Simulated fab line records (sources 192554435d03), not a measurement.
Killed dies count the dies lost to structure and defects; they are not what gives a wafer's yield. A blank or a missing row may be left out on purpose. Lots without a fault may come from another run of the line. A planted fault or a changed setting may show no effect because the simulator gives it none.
The same fault as seen by 2 desks :: flow n5-finfet :: each desk has only its own numbers; what lay behind them comes last

## FOR THE TOOL OWNER'S DESK: arfi-scanner-03
The tool's own readings at N5_BEOL_M6_EXPOSE_08 (exposes mask M6): means of the sampled wafers that have a number, for each lot that ran on this tool. A lot is out of limits, marked OUT, if its mean lies more than 4 standard deviations from the usual mean; the brackets give that distance.
Columns: A = focus-offset-nm at N5_BEOL_M6_EXPOSE_08, usual -0.1 nm
lot: L578
first seen here: day 10 09:44
A: 0.1

lot: L583
first seen here: day 10 23:31
A: -0.2

lot: L585
first seen here: day 11 01:13
A: 0.3

lot: L599
first seen here: day 16 08:47
A: 0.7

lot: L598
first seen here: day 16 14:46
A: -0.3
Finding of this desk: none of the 5 lots has anything out of limits.

## METROLOGY DESK
What the gauges read for every lot (on any tool): the sampled wafers with a number, averaged. A lot is out of limits, marked OUT, if its mean lies more than 4 standard deviations from the usual mean; the brackets give that distance.
Columns: A = cd-nm at N5_BEOL_M6_CD_MEAS_11, usual 38.6 nm; B = cd-nm at N5_BEOL_M6_CD_MEAS_18, usual 40.3 nm
lot: L578
first seen here: day 10 09:51
A: 38.4
B: 39.8

lot: L583
first seen here: day 10 23:39
A: 38.1
B: 40.1

lot: L585
first seen here: day 11 01:20
A: 37.6
B: 38.9

lot: L593
first seen here: day 13 23:54
A: 38.7
B: 40.4

lot: L592
first seen here: day 14 14:59
A: 38.9
B: 40.9

lot: L595
first seen here: day 16 05:11
A: 38.3
B: 40.0

lot: L596
first seen here: day 16 05:25
A: 38.8
B: 40.9

lot: L599
first seen here: day 16 08:55
A: 38.4
B: 40.3

lot: L598
first seen here: day 16 14:54
A: 38.7
B: 40.4

lot: L600
first seen here: day 17 08:04
A: 38.9
B: 40.4
Finding of this desk: none of the 10 lots has anything out of limits.

## ALL TOGETHER
The desk of the tool owner found nothing out of limits.
Metrology desk: nothing out of limits seen.

## WHAT THE SIMULATOR HAD PUT IN
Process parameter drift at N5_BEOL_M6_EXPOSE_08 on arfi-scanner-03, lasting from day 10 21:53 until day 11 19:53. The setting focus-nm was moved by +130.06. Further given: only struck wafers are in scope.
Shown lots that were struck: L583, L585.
